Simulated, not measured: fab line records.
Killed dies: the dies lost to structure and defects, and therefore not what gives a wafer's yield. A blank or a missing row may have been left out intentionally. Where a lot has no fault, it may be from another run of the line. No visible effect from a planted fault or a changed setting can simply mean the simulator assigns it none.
A struck lot beside a sound one    flow nandHarc    13 out of 1302 route steps
Sound: wafers L788.4, L788.5, L788.6. Wafers struck: L783.1, L783.3, L783.5. The cause comes at the end.
Per side, at each step with rows, come the tool, then ch with its chambers, and then its first start. Under that, the readings that differ: sound wafers    struck wafers    difference of the means    sigmas: that difference in standard deviations of wafers without a fault.
alike: words and numbers the same on both sides, and readings whose means are apart by under 2 such deviations; not compared: readings that were withheld, readings missing a value for some wafer, numbers with overlapping values and no deviation given by the record, and bounds like >300 which may hide the same value.
Wherever a step has rows on one side only, a row that says differs or no value, or a row with sigmas, the two part there. Numbers that have no deviation but don't overlap get no sigmas and don't part them. A reading that every wafer of one side lacks parts them only if that side has two wafers or more.

NHARC_A_M0_DEGAS_28: time 60 s.
  sound on pvdSputter-02, day 29 01:01; struck on pvdSputter-02, day 26 11:11
  alike: heaterPowerW
NHARC_A_M0_PRE_CLEAN_29: time 30 s.
  sound on pvdSputter-02; struck on pvdSputter-02
  alike: heaterPowerW
NHARC_A_M0_PVD_20: deposits TaN, target thk 5 nm, time 8.06 s.
  sound on pvdSputter-02; struck on pvdSputter-02
  alike: throttleValvePct
then, 3 steps without rows for these wafers: NHARC_A_M0_PVD_21 (deposits Cu, target thk 30 nm, time 20.49 s); NHARC_A_M0_ECD_22 (material Cu, target thk 400 nm); NHARC_A_M0_ANNEAL_30 (time 90 s).
NHARC_A_M0_CMP_23: polishes, t overpolish 20 s, target thk 113.75 nm.
  sound on cmp-03 ch 0,2,3, day 29 02:10; struck on cmp-02 ch 2,3, day 26 13:45
  alike: motorCurrentA, slurryFilterDpKPa, timeToEndpointS
NHARC_A_M0_THK_MEAS_24: measures by xrf.
  sound on filmMetro-01, day 29 02:23; struck on filmMetro-01, day 26 14:04
  alike: thkNm
then, 1 step without rows for these wafers: NHARC_A_M0_SRD_25.
NHARC_A_M0_INSPECT_27:
  sound on defectInspect-02, day 29 02:32; struck on defectInspect-01, day 26 14:13
  alike: rawDefectCount
NHARC_A_M0_PRE_CLEAN_31: time 12 s.
  sound on pecvd-03 ch 0,1,2, day 29 02:39; struck on pecvd-03 ch 0,1,2, day 26 14:17
  alike: heaterPowerOuterW, heaterPowerW
NHARC_A_M0_DEP_32: deposits SiCN, target thk 30 nm.
  sound on pecvd-03 ch 0,1,2, day 29 02:49; struck on pecvd-03 ch 0,1,2, day 26 14:22
  no value came back on the struck wafers for chamberPressureTorr (Torr), heaterPowerOuterW (W), heaterPowerW (W); on the sound wafers chamberPressureTorr (Torr) reads 2.996 2.993 2.987
then, 1 step without rows for these wafers: NHARC_A_M1_DEP_00 (deposits SiOC, target thk 182.5 nm).

WHERE THEY PART
Only at NHARC_A_M0_DEP_32, as far as this record shows.

WHY: whatever the simulator had introduced
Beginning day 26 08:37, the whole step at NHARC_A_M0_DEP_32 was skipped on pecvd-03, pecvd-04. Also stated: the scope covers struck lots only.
